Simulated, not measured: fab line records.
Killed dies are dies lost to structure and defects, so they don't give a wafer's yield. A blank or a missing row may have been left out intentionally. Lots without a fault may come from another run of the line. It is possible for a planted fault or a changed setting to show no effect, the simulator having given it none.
fab line records	flow nandHarc
[record] lots = 5	wafers = 15	lastDay = 33
route steps=1302 shown A_CHANNEL_FILL_D2@620 A_STAIRCASE@639 A_SGD_CUT@890 END@1302
lots that met no fault: taken from a fault-free run of the same line
startH: hours from the record's first day to the start of the lot's first wafer shown	waitH: hours elapsed since this lot's preceding step	" the same as in the row above	L1.1+2: one row covering several wafers at once	- no value present, or no start provided	* or withheld: withheld	< > ~ a bound
route shown NAME@n: a module of which the file shows steps, and the number in the route of the first	usual: average and standard deviation across the fault-free wafers	same: alike in all rows	chamber/n: place in a boat	sites: the reading at each site	_std_site: standard deviation across them	_edge_site: inner sites' mean taken away from outer sites' mean	radiusMm: for every site, how far away it sits from the centre of the wafer	mask NAME#n: copy n	behind: the last tool/chamber to shape the wafer	hold: the reason the lot was held/the length of the hold in hours/how it ended	device: which transistor (n, p or np) failed to switch	end of line: the route-end tests of the same wafers	where a step has no rows: the recipe by itself	killed: at the first sort, the dies lost to defects and structure; wafer yield is something else	map: the dies of a wafer, with x for killed, . for not killed, _ for no die there
set.NAME: the setting that was run; set.NAME@STEP: the one run at that earlier step	model.NAME: the simulator's own value behind a step, which no gauge read
lots at selected steps of the route; one table per step, one row per wafer
services: when a tool's chamber went out of use (startH, in hours from the record's first day, below 0 if earlier), for how many hours, and the reason
[[steps]]
[step NHARC_A_CHANNEL_FILL_D2_ETCHBACK_20]
[recipe] targetDepthA = 270	timeS = 13.5	c4f8FlowSccm = withheld	o2FlowSccm = 8	arFlowSccm = withheld	rfW = 600	biasW = 1500	chemistry = C4F8/O2/Ar
[usual] oesProductAu = 0.985/0.022	rfVppV = 978/5.1
lot.wafer	tool	chamber	startH	waitH	oesProductAu	rfHoursCounterH	rfVppV
L339.2	rieDiel-09	2	362.80	-	0.990	1	975
L339.5	"	1	"	"	0.997	-	980
L339.6	"	2	"	"	0.997	-	976
L344.1	rieDiel-03	0	419.17	-	0.971	3	975
L344.4	"	2	"	"	0.972	4	983
L344.5	"	0	"	"	0.965	-	974
L353.4	rieDiel-03	0	505.05	-	0.988	1	973
L353.3	"	1	"	"	1.008	1	971
L353.6	"	0	"	"	0.992	-	973
L356.1	rieDiel-03	1	538.99	-	1.012	2	971
L356.3	"	2	"	"	1.002	2	983
L356.6	"	3	"	"	0.997	-	985
L358.4	rieDiel-09	1	549.81	-	0.991	1	976
L358.1	"	3	"	"	0.995	1	978
L358.5	"	0	"	"	0.986	-	981
[step NHARC_A_CHANNEL_FILL_D2_STRIP_28]
[recipe] timeS = 20	o2FlowSccm = 500	arFlowSccm = 0	biasW = 0	chemistry = O2
[usual] drypumpMotorCurrentA = 5.9/0.32	oesProductAu = 0.998/0.01	rfVppV = 57.8/0.88	showerheadPlenumPTorr = 3.52/0.12	throttleValvePct = 17.037/0.0092
lot.wafer	tool	chamber	startH	waitH	drypumpMotorCurrentA	oesProductAu	rfHoursCounterH	rfVppV	showerheadPlenumPTorr	throttleValvePct
L339.2	rieDiel-09	2	362.88	0.1	6.6	1.008	1	58.6	3.46	17.020
L339.5	"	2	"	"	6.6	1.003	-	59.5	3.46	17.035
L339.6	"	3	"	"	6.1	0.997	-	57.6	3.48	17.042
L344.4	rieDiel-03	2	419.26	0.1	6.1	0.994	4	57.6	3.65	17.037
L344.1	"	3	"	"	6.0	1.003	4	57.6	3.70	17.043
L344.5	"	2	"	"	6.1	1.000	-	58.5	3.65	17.039
L353.3	rieDiel-03	3	505.14	0.1	6.1	0.973	1	57.1	3.70	17.050
L353.4	"	0	"	"	5.6	0.984	1	57.7	3.41	17.033
L353.6	"	2	"	"	6.1	0.997	-	59.2	3.65	17.054
L356.3	rieDiel-03	0	539.07	0.1	5.6	0.978	2	58.0	3.41	17.030
L356.1	"	1	"	"	5.7	1.002	2	58.5	3.35	17.049
L356.6	"	2	"	"	6.1	0.991	-	57.4	3.65	17.045
L358.4	rieDiel-09	1	549.90	0.1	6.0	0.998	1	56.9	3.50	17.040
L358.1	"	2	"	"	6.6	1.010	1	58.4	3.45	17.030
L358.5	"	0	"	"	5.9	1.008	-	58.9	3.59	17.003
[step NHARC_A_CHANNEL_FILL_D2_PRECLEAN_21]
[recipe] timeS = 30	chemistry = dHF
[step NHARC_A_CHANNEL_FILL_D2_SRD_23]
[step NHARC_A_CHANNEL_FILL_D2_CVD_05]
[recipe] targetThkA = 50	tempC = 550	material = poly-Si
[step NHARC_A_CHANNEL_FILL_D2_ANNEAL_22]
[recipe] tempC = 620	timeS = 7200
[step NHARC_A_CHANNEL_FILL_D2_THK_MEAS_06]
[recipe] thkMeasGauge = ellipsometry
[usual] thkNm = 4.9/1
lot.wafer	tool	chamber	startH	waitH	thkNm
L339.2	filmMetro-01	-	374.55	0.4	5.2
L339.5	"	-	"	"	6.2
L339.6	"	-	"	"	5.6
L344.1	filmMetro-01	-	430.54	0.4	6.4
L344.4	"	-	"	"	2.6
L344.5	"	-	"	"	5.8
L353.3	filmMetro-01	-	516.59	0.4	5.4
L353.4	"	-	"	"	4.2
L353.6	"	-	"	"	3.3
L356.1	filmMetro-01	-	550.29	0.4	6.1
L356.3	"	-	"	"	4.7
L356.6	"	-	"	"	4.2
L358.1	filmMetro-02	-	561.72	0.4	4.8
L358.4	"	-	"	"	4.8
L358.5	"	-	"	"	5.2
[step NHARC_A_CHANNEL_FILL_D2_ALD_25]
[recipe] targetThkA = 600	pulseTimeS = 10	aldCycles = 600	tempC = 300	material = SiOx
[step NHARC_A_CHANNEL_FILL_D2_ETCHBACK_08]
[recipe] targetDepthA = 2200	timeS = 110	c4f8FlowSccm = 20	arFlowSccm = withheld	rfW = 600	biasW = 300	chemistry = C4F8
[step NHARC_A_CHANNEL_FILL_D2_STRIP_29]
[recipe] timeS = 20	o2FlowSccm = 500	arFlowSccm = 0	biasW = 0	chemistry = O2
[step NHARC_A_CHANNEL_FILL_D2_PRECLEAN_30]
[recipe] timeS = 30	chemistry = dHF
[step NHARC_A_CHANNEL_FILL_D2_SRD_31]
[step NHARC_A_CHANNEL_FILL_D2_CVD_09]
[recipe] targetThkA = 1500	tempC = 620	pressureMtorr = 200	timeS = 3000	material = poly-Si
[usual] spikeTcBottomC = 641.3/2.2	spikeTcLowerC = 620.9/1.5
lot.wafer	tool	chamber	startH	waitH	spikeTcBottomC	spikeTcLowerC
L339.2	lpcvdPoly-02	0	382.76	2.3	638.2	621.5
L339.5	"	0	"	"	638.7	622.8
L339.6	"	0	"	"	638.2	621.5
L344.1	lpcvdPoly-02	0	438.79	2.3	638.8	622.2
L344.4	"	0	"	"	637.2	624.0
L344.5	"	0	"	"	639.0	621.2
L353.3	lpcvdPoly-03	0	524.73	2.3	645.0	620.2
L353.4	"	0	"	"	644.6	620.9
L353.6	"	0	"	"	641.9	619.5
L356.1	lpcvdPoly-03	0	558.44	2.2	642.5	619.7
L356.3	"	0	"	"	642.4	620.3
L356.6	"	0	"	"	641.4	618.9
L358.1	lpcvdPoly-03	0	569.80	2.3	640.2	621.7
L358.4	"	0	"	"	642.2	619.4
L358.5	"	0	"	"	643.5	620.6
[step NHARC_A_CHANNEL_FILL_D2_CMP_10]
[recipe] targetThkNm = 150
[step NHARC_A_CHANNEL_FILL_D2_SRD_12]
[step NHARC_A_CHANNEL_FILL_D2_RTA_24]
[recipe] tempC = 1000	timeS = 5
[step NHARC_A_STAIRCASE_DEP_156]
[recipe] targetThkA = 500	tempC = 400	targetThkNm = 50	flowSccm = 200	rfW = 450	material = SiNx
[step NHARC_A_STAIRCASE_DEHYDRATE_158]
[recipe] tempC = 150	timeS = 120
[step NHARC_A_STAIRCASE_HMDS_159]
[recipe] timeS = 30
[step NHARC_A_STAIRCASE_COAT_160]
[recipe] spinRpm = 1200
[step NHARC_A_STAIRCASE_SOFTBAKE_161]
[recipe] tempC = 135	timeS = 170
[step NHARC_A_STAIRCASE_EBR_162]
[step NHARC_A_STAIRCASE_EXPOSE_163]
[recipe] na = 0.5	doseMj = 20.01	maskId = STAIR_OPEN
[step NHARC_A_STAIRCASE_PEB_164]
[recipe] pebTempC = 115	pebTimeS = 130
[step NHARC_A_STAIRCASE_DEVELOP_165]
[recipe] timeS = 140
[step NHARC_A_STAIRCASE_HARDBAKE_167]
[recipe] tempC = 120	timeS = 140
[step NHARC_A_STAIRCASE_DESCUM_168]
[recipe] timeS = 3	o2FlowSccm = 200	arFlowSccm = 0	biasPowerW = 0	chemistry = O2
[step NHARC_A_STAIRCASE_ETCH_169]
[recipe] targetDepthA = 500	timeS = 107.1	ionEnergyEv = 120	ch3fFlowSccm = 50	o2FlowSccm = 30	arFlowSccm = 200	rfW = 500	biasW = 100	chemistry = CH3F/O2
[usual] drypumpMotorCurrentA = 5.6/0.36	oesProductAu = 0.958/0.016	rfVppV = 244.4/1.7	showerheadPlenumPTorr = 2.45/0.11	throttleValvePct = 20.665/0.0097
lot.wafer	tool	chamber	startH	waitH	drypumpMotorCurrentA	oesProductAu	rfHoursCounterH	rfVppV	showerheadPlenumPTorr	throttleValvePct
L339.2	rieDiel-13	0	387.63	0.1	5.2	0.948	13	245.7	2.51	20.666
L339.6	"	0	"	"	5.3	0.948	-	244.5	2.51	20.687
L339.5	"	1	"	"	5.9	0.979	-	244.6	2.61	20.661
L344.1	rieDiel-06	1	444.59	0.1	5.6	0.935	43	242.5	2.27	20.678
L344.4	"	3	"	"	5.2	0.940	36	244.9	2.45	20.672
L344.5	"	0	"	"	5.2	0.960	-	241.7	2.36	20.677
L353.3	rieDiel-01	2	529.82	0.1	5.5	0.978	50	243.0	2.41	20.669
L353.4	"	0	"	"	5.4	0.959	49	247.8	2.62	20.651
L353.6	"	2	"	"	5.5	0.974	-	242.5	2.41	20.657
L356.3	rieDiel-06	0	563.24	0.1	5.3	0.979	27	244.0	2.34	20.659
L356.1	"	2	"	"	6.2	0.971	24	243.4	2.45	20.657
L356.6	"	0	"	"	5.2	0.965	-	243.4	2.35	20.667
L358.4	rieDiel-06	0	574.88	0.1	5.3	0.952	31	241.9	2.34	20.663
L358.1	"	1	"	"	5.6	0.941	30	247.2	2.65	20.665
L358.5	"	2	"	"	6.3	0.938	-	243.9	2.45	20.671
[step NHARC_A_STAIRCASE_ETCH_170]
[recipe] targetDepthA = 2000	timeS = 66.667	ionEnergyEv = 250	c4f6FlowSccm = 25	o2FlowSccm = 20	arFlowSccm = 500	rfW = 600	biasW = 500	chemistry = C4F6/O2
[usual] drypumpMotorCurrentA = 5.7/0.37	oesProductAu = 0.972/0.014	rfVppV = 547/3.2	showerheadPlenumPTorr = 3.93/0.15	throttleValvePct = 26.902/0.0085
lot.wafer	tool	chamber	startH	waitH	drypumpMotorCurrentA	oesProductAu	rfHoursCounterH	rfVppV	showerheadPlenumPTorr	throttleValvePct
L339.2	rieDiel-13	1	-	-	5.9	0.982	13	552	4.16	26.908
L339.6	"	2	"	"	5.5	0.981	-	547	3.96	26.908
L339.5	"	3	"	"	5.9	0.979	-	548	3.97	26.890
L344.1	rieDiel-06	2	-	-	6.3	0.938	41	547	3.94	26.899
L344.4	"	3	"	"	5.3	0.960	36	546	3.91	26.892
L344.5	"	1	"	"	5.6	0.967	-	541	3.65	26.916
L353.4	rieDiel-01	2	-	-	5.5	0.991	50	545	3.86	26.905
L353.3	"	3	"	"	6.1	0.970	48	551	4.13	26.891
L353.6	"	0	"	"	5.4	0.970	-	552	4.16	26.902
L356.3	rieDiel-06	3	-	-	5.3	0.969	25	545	3.88	26.912
L356.1	"	0	"	"	5.3	0.975	27	543	3.75	26.886
L356.6	"	3	"	"	5.2	0.964	-	546	3.88	26.900
L358.4	rieDiel-06	3	-	-	5.3	0.986	28	545	3.88	26.905
L358.1	"	0	"	"	5.2	1.003	31	543	3.75	26.887
L358.5	"	2	"	"	6.3	0.982	-	546	3.91	26.903
[step NHARC_A_STAIRCASE_STRIP_171]
[recipe] powerW = 1500	tempC = 250	chemistry = O2
[usual] drypumpMotorCurrentA = 5.4/0.33	heaterPowerW = 344/31
lot.wafer	tool	chamber	startH	waitH	drypumpMotorCurrentA	heaterPowerW	rfHoursCounterH
L339.2	plasmaAsher-01	1	387.91	-	4.9	350	38
L339.6	"	0	"	"	5.8	394	-
L339.5	"	1	"	"	4.9	347	-
L344.1	plasmaAsher-01	1	444.81	-	5.0	340	10
L344.4	"	0	"	"	5.8	391	-
L344.5	"	0	"	"	5.8	380	-
L353.4	plasmaAsher-01	0	530.26	-	5.8	384	-
L353.3	"	1	"	"	4.9	341	-
L353.6	"	0	"	"	5.8	397	-
L356.1	plasmaAsher-02	1	563.53	-	5.4	298	27
L356.3	"	1	"	"	5.4	303	-
L356.6	"	1	"	"	5.4	306	-
L358.1	plasmaAsher-02	1	575.15	-	5.4	310	31
L358.4	"	1	"	"	5.4	307	-
L358.5	"	1	"	"	5.4	304	-
[step NHARC_A_STAIRCASE_STRIP_172]
[recipe] timeS = 900	tempC = 130	chemistry = SPM
[step NHARC_A_STAIRCASE_PRECLEAN_173]
[recipe] timeS = *	tempC = 50	bathAgeMin = 0	chemistry = SC1
[step NHARC_A_STAIRCASE_SRD_174]
[step NHARC_A_STAIRCASE_DEHYDRATE_01]
[recipe] tempC = 150	timeS = 120
[step NHARC_A_STAIRCASE_HMDS_02]
[recipe] timeS = 30
[step NHARC_A_STAIRCASE_COAT_03]
[recipe] spinRpm = 1200
[step NHARC_A_STAIRCASE_SOFTBAKE_04]
[recipe] tempC = 135	timeS = 170
[step NHARC_A_STAIRCASE_EBR_05]
[step NHARC_A_SGD_CUT_DEP_00]
[recipe] targetThkA = 500	tempC = 400	targetThkNm = 50	flowSccm = 200	rfW = 450	material = SiNx
[usual] heaterPowerW = 748/92	susceptorTempC = 400.01/0.22
lot.wafer	tool	chamber	startH	waitH	hold	heaterPowerW	susceptorTempC
L339.2	pecvd-03	0	472.82	0.1	-	863	400.16
L339.6	"	2	"	"	-	784	399.62
L339.5	"	1	"	"	-	572	399.88
L344.1	pecvd-03	1	535.30	2.5	awaitDispo/2.4h/release	642	400.07
L344.4	"	0	"	"	awaitDispo/2.4h/release	936	400.28
L344.5	"	1	"	"	awaitDispo/2.4h/release	617	400.00
L353.3	pecvd-03	2	615.89	0.1	-	764	400.01
L353.6	"	2	"	"	-	751	399.92
L353.4	"	0	"	"	-	996	399.90
L356.1	pecvd-02	1	646.52	0.1	-	714	400.43
L356.3	"	2	"	"	-	770	400.26
L356.6	"	1	"	"	-	721	399.70
L358.1	pecvd-04	2	661.11	0.1	-	750	400.08
L358.4	"	0	"	"	-	656	400.26
L358.5	"	2	"	"	-	745	399.95
[step NHARC_END_SORT_01]
[recipe] tempC = 25
[usual] killedAtArray = 55/19	killedAtOther = 0.8/1.1	killedAtPeriphery = 4.0/2.6	killedDies = 60/20	killedOpen = 3.4/1.7	killedShort = 2.6/1.5
[same] grossDies = 677
lot.wafer	tool	chamber	startH	waitH	killedAtArray	killedAtOther	killedAtPeriphery	killedDies	killedOpen	killedShort
L344.1	prober-02	0	683.53	2.5	104	2	3	109	4	2
L344.4	prober-02	0	685.92	3.4	106	1	4	111	1	4
L344.5	prober-02	0	686.72	3.7	120	2	2	124	1	3
// killed by level:class
L344.1 A_CHANNEL_FILL_D2:unspecified=37 A_CHANNEL_HOLE_D1:chamberFilmFlake=35 A_SLIT:chamberFilmFlake=20 P_ZERO_WELL:chamberFilmFlake=3 A_CHANNEL_FILL_D2:geometricParticle:short=2 A_M0:geometricParticle:open=2 A_CHANNEL_FILL_D1:chamberFilmFlake=2 A_CHANNEL_HOLE_D2:chamberFilmFlake=2
L344.4 A_CHANNEL_FILL_D2:unspecified=37 A_SLIT:chamberFilmFlake=32 A_CHANNEL_HOLE_D1:chamberFilmFlake=24 A_CHANNEL_HOLE_D2:chamberFilmFlake=5 A_CONTACT:chamberFilmFlake=4 P_STI:geometricParticle:short=1 P_GATE:geometricParticle:short=1 A_DECK1_JOINT:geometricParticle:short=1
L344.5 A_CHANNEL_FILL_D2:unspecified=39 A_SLIT:chamberFilmFlake=31 A_CHANNEL_HOLE_D1:chamberFilmFlake=29 A_CHANNEL_HOLE_D2:chamberFilmFlake=10 A_STAIRCASE:chamberFilmFlake=2 A_WL_FILL:unspecified=2 A_CONTACT:chamberFilmFlake=2 THIN_TSV:chamberFilmFlake=2
[[services]]
tool	chamber	startH	hours	kind
pecvd-03	-	366.43	13.0	pm
rieDiel-06	1	370.89	3.9	repair
rieDiel-03	0	383.42	14.1	repair
rieDiel-06	-	389.19	0.8	repair
plasmaAsher-01	-	389.34	9.0	pm
lpcvdPoly-03	-	389.89	26.0	pm
rieDiel-06	2	401.85	4.8	repair
rieDiel-06	0	429.63	4.8	repair
rieDiel-03	3	429.82	4.5	repair
rieDiel-03	1	446.54	1.7	repair
rieDiel-03	-	458.36	9.0	pm
rieDiel-06	-	484.70	9.0	pm
rieDiel-09	-	497.10	9.0	pm
rieDiel-09	-	536.53	0.7	repair
pecvd-03	-	547.43	13.0	pm
rieDiel-09	3	565.25	4.1	repair
plasmaAsher-01	-	566.83	9.0	pm
rieDiel-06	-	588.48	2.4	repair
rieDiel-03	-	589.65	0.9	repair
rieDiel-03	2	602.34	2.5	repair
rieDiel-09	-	609.91	2.6	repair
rieDiel-03	2	622.11	8.9	repair
rieDiel-03	-	635.36	9.0	pm
rieDiel-06	1	641.37	7.3	repair
[[key]]
[firstSign] step = NHARC_END_SORT_01	reading = killedAtArray	direction = up	sigmas = 2.8	usual = 55	struck = 110
[moreKillsBornAt] NHARC_A_CHANNEL_FILL_D2_CVD_09@lpcvdPoly-02 = 113
metAt NHARC_A_CHANNEL_FILL_D2_CVD_09
struckWafers L344.1,L344.4,L344.5
testerLeftOut L344
onsetBetween 382.76 438.79
[fault] kind = chamberParticleSource	tool = lpcvdPoly-02	chamber = -	onsetH = 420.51	steps = NHARC_A_CHANNEL_FILL_D2_CVD_09	ratePerVisitCm2 = 0.39735	endH = 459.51
// testerLeftOut: of these lots the tester's yield and bins aren't shown, on N5 and GAA mostly nor the transistor test; their killed dies are dies lost to structure and defects alone, not to doping, threshold or leakage, so they don't give the yield
